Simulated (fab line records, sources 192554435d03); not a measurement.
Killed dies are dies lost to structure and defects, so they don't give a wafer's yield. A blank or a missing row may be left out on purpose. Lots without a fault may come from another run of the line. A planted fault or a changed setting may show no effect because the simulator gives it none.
Chamber matching | flow n5_finfet | N5_BEOL_M15_ETCH_59 on rie_diel-06: 4 sister chambers
The step etches BARC in N2/H2, target depth 89 nm, overetch 26.7 nm, time 67.9 s. 27 wafers are shown with their chamber, then 12 later ones without.

WAFERS WITH THEIR CHAMBER
wafer  | chamber | drypump_motor_current_A (A) | throttle_valve_pct (%) | showerhead_plenum_p_Torr (Torr)
L075.2 | 1       | 6.4                         | 18.53                  | 2.66
L075.5 | 3       | 5.9                         | 17.96                  | 2.47
L075.6 | 2       | 5.5                         | 17.63                  | 2.70
L074.1 | 1       | 6.3                         | 18.52                  | 2.66
L074.3 | 2       | 5.5                         | 17.64                  | 2.70
L074.4 | 0       | 5.8                         | 17.98                  | 2.60
L076.1 | 3       | 5.9                         | 17.98                  | 2.47
L076.2 | 1       | 6.3                         | 18.53                  | 2.66
L076.4 | 2       | 5.5                         | 17.65                  | 2.70
L078.3 | 3       | 5.9                         | 17.99                  | 2.46
L078.4 | 2       | 5.5                         | 17.65                  | 2.70
L078.5 | 3       | 5.9                         | 17.99                  | 2.46
L082.2 | 0       | 5.8                         | 18.03                  | 2.59
L082.4 | 3       | 5.9                         | 18.00                  | 2.46
L082.5 | 2       | 5.5                         | 17.67                  | 2.69
L084.1 | 0       | 5.8                         | 18.01                  | 2.59
L084.5 | 2       | 5.5                         | 17.67                  | 2.69
L084.6 | 1       | 6.4                         | 18.56                  | 2.65
L083.1 | 3       | 5.9                         | 18.02                  | 2.46
L083.4 | 2       | 5.4                         | 17.68                  | 2.69
L083.5 | 1       | 6.3                         | 18.57                  | 2.65
L081.1 | 1       | 6.3                         | 18.59                  | 2.64
L081.3 | 3       | 5.9                         | 18.02                  | 2.46
L081.4 | 0       | 5.8                         | 18.05                  | 2.58
L088.1 | 0       | 5.8                         | 18.04                  | 2.58
L088.2 | 3       | 5.9                         | 18.03                  | 2.45
L088.5 | 1       | 6.3                         | 18.60                  | 2.64

SIGNATURES (means of the wafers above)
reading                  | chamber 0 | chamber 1 | chamber 2 | chamber 3 | scatter within a chamber
drypump_motor_current_A  | 5.800     | 6.329     | 5.486     | 5.900     | 0.0315
throttle_valve_pct       | 18.0220   | 18.5571   | 17.6557   | 17.9988   | 0.0254
showerhead_plenum_p_Torr | 2.5880    | 2.6514    | 2.6957    | 2.4613    | 0.0073
Rule: a wafer's distance from a chamber is the root of the sum, over the readings, of the square of ((its reading less the chamber's mean) divided by the reading's scatter). The wafer belongs to the nearest chamber; if the next one is less than 2 further off, it can't be placed. The scatter: the root of (the sum of the squares of (reading less its chamber's mean) over the shown wafers, divided by (wafers less chambers)).

WAFERS WITHOUT THEIR CHAMBER
wafer  | drypump_motor_current_A (A) | throttle_valve_pct (%) | showerhead_plenum_p_Torr (Torr)
L094.2 | 6.4                         | 18.58                  | 2.64
L094.3 | 5.5                         | 17.72                  | 2.68
L094.5 | 6.0                         | 18.04                  | 2.45
L097.3 | 5.9                         | 18.05                  | 2.45
L097.5 | 5.8                         | 18.06                  | 2.58
L097.6 | 6.3                         | 18.58                  | 2.64
L096.2 | 5.9                         | 18.05                  | 2.45
L096.4 | 6.4                         | 18.60                  | 2.64
L096.5 | 6.4                         | 18.60                  | 2.64
L091.3 | 5.8                         | 18.07                  | 2.58
L091.4 | 5.5                         | 17.72                  | 2.68
L091.5 | 5.4                         | 17.72                  | 2.68

WHICH CHAMBER EACH WENT THROUGH
wafer  | from the rows above | in truth
L094.2 | 1                   | 1
L094.3 | 2                   | 2
L094.5 | 3                   | 3
L097.3 | 3                   | 3
L097.5 | 0                   | 0
L097.6 | 1                   | 1
L096.2 | 3                   | 3
L096.4 | 1                   | 1
L096.5 | 1                   | 1
L091.3 | 0                   | 0
L091.4 | 2                   | 2
L091.5 | 2                   | 2
Placed correctly: 12 of 12. Can't be placed from these rows: 0. Placed wrongly: 0.
